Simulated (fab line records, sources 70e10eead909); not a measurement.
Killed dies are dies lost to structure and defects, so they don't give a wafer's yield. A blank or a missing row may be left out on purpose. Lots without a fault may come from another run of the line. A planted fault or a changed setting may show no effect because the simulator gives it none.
fab line records | flow nand_harc
record lots=12 wafers=36 last_day=33
route steps=1302 shown A_STAIRCASE@818 END@1302
lots that met no fault: from a run of the same line without faults
start_h: hours from the record's first day to the start of the lot's first wafer shown | wait_h: hours since the lot's step before | " the same as in the row above | L1.1+2: a row that stands for several wafers | - no value, or no start given | * or withheld: withheld | < > ~ a bound
route shown NAME@n: a module of which the file shows steps, and the number in the route of the first | usual: mean/standard deviation of fault-free wafers | same: alike in all rows | chamber/n: place in a boat | sites: the reading at each site | _std_site: their standard deviation | _edge_site: outer sites' mean less inner sites' | radius_mm: how far each site lies from the wafer's centre | mask NAME#n: copy n | behind: the tool/chamber that last shaped the wafer | hold: why the lot was held/for how many hours/how that ended | device: the transistor (n, p or np) that didn't switch | end of line: the same wafers' tests at the end of the route | a step without rows: its recipe alone | killed: dies lost to structure and defects at the first sort, not the wafer's yield | map: a wafer's dies, x killed, . not, _ none there
set.NAME: the setting as run; set.NAME@STEP: as run at that earlier step | model.NAME: the simulator's own value behind a step, which no gauge read
steps of the route over a sample of lots; a table a step, a row a wafer
services: from which hour (start_h, from the record's first day; less than 0 if before it) a tool's chamber was out of use, for how many hours, and why
## steps
# step NHARC_A_STAIRCASE_HM_DEP_462
# recipe target_thk_a=8000 temp_c=400 material=aC
# usual susceptor_temp_C=399.98/0.22 throttle_valve_pct=35.000/0.0092
# columns lot.wafer tool chamber start_h wait_h susceptor_temp_C throttle_valve_pct
L631.1 acl_dep-02 0 389.67 3.1 399.92 34.995
L631.3 " 0 " " 400.17 35.001
L631.6 " 0 " " 399.60 35.006
L633.1 acl_dep-03 0 410.08 0.5 - 35.021
L633.2 " 0 " " - 35.007
L633.6 " 0 411.61 2.0 - 34.990
L635.1 acl_dep-02 0 459.99 1.8 400.07 34.981
L635.2 " 0 " " 399.83 34.993
L635.4 " 0 " " 399.89 34.987
L637.3 acl_dep-02 0 473.78 2.3 400.42 34.999
L637.5 " 0 " " 400.10 34.992
L637.6 " 0 " " 400.01 35.006
L638.2 acl_dep-01 0 476.97 0.4 400.09 35.003
L638.3 " 0 " " 400.08 34.999
L638.4 " 0 " " 399.69 35.012
L646.1 acl_dep-01 0 540.42 0.8 399.73 34.995
L646.3 " 0 " " 400.19 35.001
L646.5 " 0 " " 399.77 34.994
L645.3 acl_dep-01 0 544.59 0.7 400.29 34.987
L645.4 " 0 " " 400.08 35.004
L645.6 " 0 " " 399.97 35.006
L647.3 acl_dep-02 0 552.22 0.7 400.14 34.985
L647.4 " 0 " " 400.22 34.996
L647.6 " 0 " " 400.15 35.004
L648.3 acl_dep-03 0 577.32 1.8 399.72 34.998
L648.4 " 0 " " 400.30 34.994
L648.5 " 0 " " 400.44 35.001
L649.1 acl_dep-02 0 598.30 1.4 - 34.980
L649.2 " 0 " " - 35.011
L649.5 " 0 " " - 34.996
L650.4 acl_dep-01 0 604.93 1.0 399.93 35.002
L650.5 " 0 " " 399.75 34.996
L650.6 " 0 " " 399.88 34.992
L651.2 acl_dep-01 0 608.33 0.4 - 34.980
L651.3 " 0 " " - 34.998
L651.5 " 0 " " - 34.993
# step NHARC_A_STAIRCASE_DEP_301
# recipe target_thk_a=300 target_thk_nm=30 temp_c=400 pressure_torr=3.5 flow_sccm=200 rf_w=350 material=SiON
# usual chamber_pressure_Torr=3.502/0.0079 heater_power_outer_w=420/69 heater_power_w=707/89
# columns lot.wafer tool chamber start_h wait_h chamber_pressure_Torr heater_power_outer_w heater_power_w
L631.3 pecvd-02 1 391.58 1.0 3.509 473 787
L631.1 " 0 " " 3.509 454 774
L631.6 " 0 " " 3.502 454 791
L633.2 pecvd-03 2 411.93 1.2 3.506 440 669
L633.1 " 0 " " 3.494 353 641
L633.6 " 0 " " 3.500 360 649
L635.1 pecvd-03 1 461.91 1.6 - - -
L635.2 " 2 " " - - -
L635.4 " 0 " " - - -
L637.3 pecvd-03 2 475.06 1.0 - - -
L637.6 " 0 " " - - -
L637.5 " 1 " " - - -
L638.2 pecvd-02 2 478.53 1.2 - - -
L638.3 " 1 " " - - -
L638.4 " 1 " " - - -
L646.3 pecvd-04 1 542.28 0.9 3.516 549 916
L646.1 " 2 " " 3.499 427 701
L646.5 " 1 " " 3.521 549 929
L645.3 pecvd-02 2 545.89 1.0 3.506 362 600
L645.6 " 2 " " 3.491 362 607
L645.4 " 0 " " 3.503 444 762
L647.3 pecvd-03 0 553.54 1.0 3.515 403 712
L647.4 " 1 " " 3.497 290 588
L647.6 " 0 " " 3.506 395 684
L648.3 pecvd-03 0 578.58 0.9 3.498 364 644
L648.5 " 0 " " 3.509 362 635
L648.4 " 1 " " 3.500 362 717
L649.1 pecvd-04 2 600.18 1.6 3.502 398 657
L649.2 " 0 " " 3.512 460 742
L649.5 " 0 " " 3.486 451 744
L650.4 pecvd-02 1 606.01 0.8 3.500 432 681
L650.5 " 2 " " 3.497 381 637
L650.6 " 1 " " 3.504 438 689
L651.2 pecvd-03 2 609.86 1.2 3.502 426 667
L651.3 " 1 " " 3.508 379 717
L651.5 " 2 " " 3.503 434 672
# step NHARC_A_STAIRCASE_ETCH_313
# recipe cf4_flow_sccm=100 chf3_flow_sccm=30 ar_flow_sccm=0 rf_w=500 bias_w=200 chemistry=CF4/CHF3
# usual drypump_motor_current_A=5.7/0.33 oes_product_au=0.928/0.016 rf_vpp_V=369.8/2.6 showerhead_plenum_p_Torr=1.55/0.075 throttle_valve_pct=16.804/0.0096
# columns lot.wafer tool chamber start_h wait_h drypump_motor_current_A oes_product_au rf_hours_counter_h rf_vpp_V showerhead_plenum_p_Torr throttle_valve_pct
L631.1 rie_diel-12 0 392.51 0.1 5.6 0.937 42 367.4 1.49 16.802
L631.3 " 2 " " 6.0 0.932 30 373.7 1.62 16.799
L631.6 " 0 " " 5.6 0.938 - 368.3 1.49 16.819
L633.1 rie_diel-12 3 413.10 0.1 5.9 0.932 44 371.5 1.58 16.811
L633.2 " 0 " " 5.6 0.931 48 369.0 1.49 16.814
L633.6 " 0 " " 5.6 0.938 - 367.8 1.49 16.825
L635.2 rie_diel-13 0 462.96 0.1 5.5 0.935 43 374.8 1.69 16.794
L635.4 " 1 " " 5.4 0.932 37 368.5 1.49 16.805
L635.1 " 3 " " 5.5 0.932 44 367.3 1.49 16.800
L637.3 rie_diel-12 3 475.99 0.1 5.9 0.920 5 369.1 1.57 16.814
L637.5 " 3 " " 5.9 0.919 - 371.4 1.57 16.805
L637.6 " 0 " " 5.6 0.934 - 366.4 1.48 16.826
L638.3 rie_diel-13 2 479.59 0.1 6.5 0.927 47 368.8 1.53 16.805
L638.4 " 3 " " 5.5 0.921 51 369.3 1.49 16.816
L638.2 " 0 " " 5.5 0.934 48 375.0 1.69 16.799
L646.1 rie_diel-12 2 543.23 0.1 6.0 0.913 29 370.4 1.61 16.822
L646.3 " 0 " " 5.6 0.938 23 366.2 1.48 16.803
L646.5 " 3 " " 5.9 0.929 - 370.5 1.57 16.792
L645.3 rie_diel-03 3 546.82 0.1 5.3 0.912 25 374.6 1.68 16.814
L645.6 " 3 " " 5.3 0.924 - 373.4 1.68 16.816
L645.4 " 1 " " 5.3 0.915 - 372.4 1.61 16.802
L647.3 rie_diel-03 1 554.56 0.1 5.3 0.902 28 371.6 1.61 16.817
L647.4 " 2 " " 6.1 0.919 27 367.4 1.47 16.819
L647.6 " 1 " " 5.3 0.919 - 372.1 1.61 16.814
L648.3 rie_diel-03 2 579.70 0.1 6.1 0.927 34 366.5 1.47 16.790
L648.4 " 0 " " 5.5 0.917 31 368.9 1.51 16.814
L648.5 " 1 " " 5.3 0.921 - 371.4 1.60 16.812
L649.1 rie_diel-03 2 601.24 0.1 6.1 0.938 41 368.1 1.47 16.782
L649.2 " 3 " " 5.3 0.913 40 374.1 1.67 16.802
L649.5 " 1 " " 5.3 0.916 - 370.7 1.60 16.798
L650.4 rie_diel-13 1 606.94 0.1 5.4 0.919 27 366.1 1.48 16.803
L650.6 " 2 " " 6.6 0.929 - 369.0 1.52 16.805
L650.5 " 3 " " 5.5 0.920 - 367.2 1.48 16.800
L651.3 rie_diel-12 2 610.95 0.1 6.0 0.915 51 371.4 1.61 16.806
L651.2 " 1 " " 5.4 0.933 54 366.1 1.46 16.804
L651.5 " 3 " " 5.9 0.917 - 369.6 1.56 16.795
# step NHARC_A_STAIRCASE_ETCH_453
# recipe target_depth_a=300 overetch_a=30 time_s=16.5 ion_energy_ev=100 cf4_flow_sccm=80 o2_flow_sccm=20 ar_flow_sccm=0 rf_w=300 bias_w=100 chemistry=CF4/O2
# usual drypump_motor_current_A=5.7/0.35 oes_ar_750_au=1.000/0.0049 oes_product_au=0.998/0.011 rf_vpp_V=197.4/1.7 showerhead_plenum_p_Torr=1.31/0.066 throttle_valve_pct=13.399/0.0089
# columns lot.wafer tool chamber start_h wait_h drypump_motor_current_A oes_ar_750_au oes_product_au rf_hours_counter_h rf_vpp_V showerhead_plenum_p_Torr throttle_valve_pct
L631.1 rie_diel-12 1 - - 5.4 1.000 1.006 40 197.7 1.25 13.402
L631.3 " 2 " " 6.0 0.999 1.005 30 198.0 1.38 13.382
L631.6 " 1 " " 5.4 0.993 1.003 - 194.9 1.25 13.398
L633.2 rie_diel-12 1 - - 5.4 1.005 0.998 46 195.7 1.25 13.400
L633.1 " 3 " " 5.9 0.992 0.993 44 198.0 1.34 13.397
L633.6 " 1 " " 5.4 0.994 0.986 - 196.6 1.25 13.408
L635.2 rie_diel-13 1 - - 5.3 1.001 1.023 38 196.9 1.26 13.395
L635.1 " 3 " " 5.5 0.999 1.020 44 196.6 1.26 13.398
L635.4 " 0 " " 5.5 0.989 1.008 43 199.6 1.44 13.411
L637.3 rie_diel-12 3 - - 5.9 0.999 0.986 5 197.9 1.33 13.417
L637.6 " 3 " " 5.9 0.999 0.984 - 198.3 1.33 13.389
L637.5 " 0 " " 5.6 1.004 1.009 - 197.4 1.26 13.387
L638.4 rie_diel-13 1 - - 5.3 0.995 1.002 43 194.1 1.26 13.396
L638.2 " 2 " " 6.5 0.995 1.004 47 196.5 1.30 13.403
L638.3 " 3 " " 5.5 1.000 1.008 51 195.3 1.26 13.383
L646.3 rie_diel-12 1 - - 5.4 0.999 0.993 30 197.4 1.24 13.396
L646.1 " 2 " " 6.0 1.002 0.982 29 198.1 1.37 13.400
L646.5 " 3 " " 5.9 0.994 0.985 - 196.9 1.33 13.395
L645.3 rie_diel-03 3 - - 5.3 1.001 1.001 25 199.3 1.43 13.388
L645.6 " 1 " " 5.3 1.011 0.988 - 198.4 1.36 13.404
L645.4 " 3 " " 5.3 0.992 1.008 - 200.3 1.43 13.394
L647.3 rie_diel-03 1 - - 5.3 1.003 0.986 28 198.3 1.36 13.403
L647.4 " 2 " " 6.1 0.993 1.013 27 196.5 1.25 13.389
L647.6 " 0 " " 5.5 0.995 0.992 - 197.2 1.28 13.409
L648.4 rie_diel-03 1 - - 5.3 0.997 0.991 35 198.4 1.36 13.401
L648.3 " 2 " " 6.1 1.000 1.008 34 196.1 1.24 13.397
L648.5 " 1 " " 5.3 1.002 0.983 - 199.2 1.36 13.389
L649.2 rie_diel-03 0 - - 5.5 1.006 0.991 39 196.0 1.28 13.411
L649.1 " 1 " " 5.3 0.998 0.992 43 198.3 1.36 13.399
L649.5 " 0 " " 5.5 0.995 0.991 - 196.1 1.28 13.409
L650.4 rie_diel-13 2 - - 6.6 1.004 1.009 27 196.7 1.29 13.389
L650.5 " 3 " " 5.5 0.998 1.005 - 195.0 1.25 13.397
L650.6 " 0 " " 5.5 1.009 0.986 - 200.2 1.43 13.409
L651.2 rie_diel-12 1 - - 5.4 1.001 1.012 54 194.8 1.23 13.392
L651.3 " 3 " " 5.9 0.998 1.000 44 197.6 1.33 13.403
L651.5 " 1 " " 5.4 1.006 1.003 - 195.4 1.23 13.409
# step NHARC_END_SORT_01
# recipe temp_c=25
# usual killed_at_array=52/18 killed_at_other=1.2/1.5 killed_at_periphery=4/3.2 killed_dies=57/17 killed_open=3.1/1.9 killed_short=2.5/1.7
# same gross_dies=677
# columns lot.wafer tool chamber start_h wait_h killed_at_array killed_at_other killed_at_periphery killed_dies killed_open killed_short
L635.1 prober-01 0 647.34 2.5 675 0 2 677 1 1
L635.2 prober-01 0 648.16 2.8 672 1 4 677 4 2
L635.4 prober-01 0 649.79 3.4 676 0 1 677 2 1
L638.2 prober-02 0 655.61 2.8 675 1 1 677 0 0
L638.3 prober-02 0 656.40 3.1 674 1 2 677 2 1
L638.4 prober-02 0 657.20 3.4 674 1 2 677 1 2
L637.3 prober-01 0 656.85 3.1 672 0 5 677 2 0
L637.5 prober-01 0 658.46 3.7 671 1 5 677 1 4
L637.6 prober-01 0 659.26 4.0 668 0 9 677 3 4
# killed by level:class
L635.1 A_STAIRCASE:area_dep=608 A_CHANNEL_HOLE_D1:chamber_film_flake=31 A_SLIT:chamber_film_flake=20 A_CHANNEL_HOLE_D2:chamber_film_flake=10 A_CONTACT:chamber_film_flake=3 P_CONTACT:geometric_particle:open=1 A_CHANNEL_FILL_D2:geometric_particle:short=1 P_ZERO_WELL:chamber_film_flake=1
L635.2 A_STAIRCASE:area_dep=601 A_SLIT:chamber_film_flake=36 A_CHANNEL_HOLE_D1:chamber_film_flake=20 A_CHANNEL_HOLE_D2:chamber_film_flake=10 A_STAIRCASE:chamber_film_flake=2 A_CONTACT:chamber_film_flake=2 P_GATE:geometric_particle:open=1 P_CONTACT:geometric_particle:open=1
L635.4 A_STAIRCASE:area_dep=618 A_SLIT:chamber_film_flake=27 A_CHANNEL_HOLE_D1:chamber_film_flake=16 A_CHANNEL_HOLE_D2:chamber_film_flake=8 A_STAIRCASE:chamber_film_flake=2 A_CONTACT:chamber_film_flake=2 P_GATE:geometric_particle:open=1 A_ONON_D1:geometric_particle:open=1
L638.2 A_STAIRCASE:area_dep=579 A_CHANNEL_HOLE_D1:chamber_film_flake=37 A_SLIT:chamber_film_flake=30 A_CHANNEL_HOLE_D2:chamber_film_flake=16 A_STAIRCASE:chamber_film_flake=5 A_CHANNEL_FILL_D1:chamber_film_flake=3 A_WL_FILL:chamber_film_flake=3 A_CONTACT:chamber_film_flake=2
L638.3 A_STAIRCASE:area_dep=602 A_CHANNEL_HOLE_D1:chamber_film_flake=30 A_SLIT:chamber_film_flake=22 A_CHANNEL_HOLE_D2:chamber_film_flake=13 A_STAIRCASE:chamber_film_flake=3 P_M0:geometric_particle:open=1 A_WL_FILL:geometric_particle:short=1 A_M0:geometric_particle:open=1
L637.3 A_STAIRCASE:area_dep=627 A_CHANNEL_HOLE_D2:chamber_film_flake=16 A_STAIRCASE:chamber_film_flake=10 A_CHANNEL_HOLE_D1:chamber_film_flake=6 A_CONTACT:chamber_film_flake=5 P_CONTACT:chamber_film_flake=4 A_DECK1_JOINT:chamber_film_flake=3 A_SLIT:chamber_film_flake=2
L638.4 A_STAIRCASE:area_dep=614 A_SLIT:chamber_film_flake=25 A_CHANNEL_HOLE_D1:chamber_film_flake=21 A_CHANNEL_HOLE_D2:chamber_film_flake=7 A_CONTACT:chamber_film_flake=2 A_CHANNEL_FILL_D1:geometric_particle:open=1 A_CHANNEL_FILL_D2:geometric_particle:short=1 P_STI:chamber_film_flake=1
L637.5 A_STAIRCASE:area_dep=638 A_CHANNEL_HOLE_D2:chamber_film_flake=11 A_STAIRCASE:chamber_film_flake=8 A_CHANNEL_HOLE_D1:chamber_film_flake=4 P_CONTACT:chamber_film_flake=3 A_SLIT:chamber_film_flake=3 P_ZERO_WELL:chamber_film_flake=2 A_SOURCE_PLATE:geometric_particle:open=1
L637.6 A_STAIRCASE:area_dep=629 A_CHANNEL_HOLE_D2:chamber_film_flake=17 A_STAIRCASE:chamber_film_flake=8 P_CONTACT:chamber_film_flake=5 A_CHANNEL_HOLE_D1:chamber_film_flake=5 A_CONTACT:chamber_film_flake=3 P_STI:geometric_particle:short=2 P_CONTACT:geometric_particle:open=1
## services
# columns tool chamber start_h hours kind
acl_dep-01 - 371.97 13.0 pm
pecvd-03 - 374.25 13.0 pm
rie_diel-12 2 406.71 10.1 repair
pecvd-02 - 408.29 13.0 pm
rie_diel-03 2 421.02 1.3 repair
rie_diel-13 3 422.60 3.9 repair
acl_dep-02 - 425.36 13.0 pm
pecvd-03 1 427.09 3.8 repair
rie_diel-12 - 445.56 9.0 pm
acl_dep-01 - 446.50 0.1 repair
pecvd-03 2 456.21 3.7 repair
rie_diel-03 - 461.01 9.0 pm
pecvd-02 0 486.27 6.3 repair
pecvd-02 - 516.82 0.7 repair
rie_diel-13 - 521.62 9.0 pm
rie_diel-12 0 526.03 5.7 repair
rie_diel-03 - 533.13 0.7 repair
rie_diel-12 0 536.48 5.4 repair
rie_diel-03 2 543.29 7.7 repair
acl_dep-01 - 554.26 13.0 pm
pecvd-03 - 555.42 13.0 pm
pecvd-02 - 589.29 13.0 pm
rie_diel-12 - 590.55 0.9 repair
acl_dep-02 - 606.87 13.0 pm
## key
first_sign step=NHARC_A_STAIRCASE_DEP_301 reading=tool_record direction=missing
effect step=NHARC_END_SORT_01 reading=killed_dies direction=up sigmas=36 usual=57 struck=677
more_kills_born_at NHARC_A_STAIRCASE_DEP_301@pecvd-03=3721 NHARC_A_STAIRCASE_DEP_301@pecvd-02=1795
met_at NHARC_A_STAIRCASE_DEP_301
struck_lots L635,L637,L638
later_rows_left_out L635.1,L635.2,L635.4,L637.3,L637.5,L637.6,L638.2,L638.3,L638.4
tester_left_out L635,L637,L638
not_acting_at NHARC_A_STAIRCASE_HM_DEP_462,NHARC_A_STAIRCASE_ETCH_313,NHARC_A_STAIRCASE_ETCH_453
onset_between 411.93 461.91
fault kind=skipped_step_whole tool=pecvd-02,pecvd-03 chamber=- onset_h=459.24 steps=NHARC_A_STAIRCASE_DEP_301 scope=struck_lots_only
# tester_left_out: of these lots the tester's yield and bins aren't shown, on N5 and GAA mostly nor the transistor test; their killed dies are dies lost to structure and defects alone, not to doping, threshold or leakage, so they don't give the yield
# later_rows_left_out: the simulator's readings of these wafers behind a module that went badly wrong aren't trusted and aren't shown, but for the sort
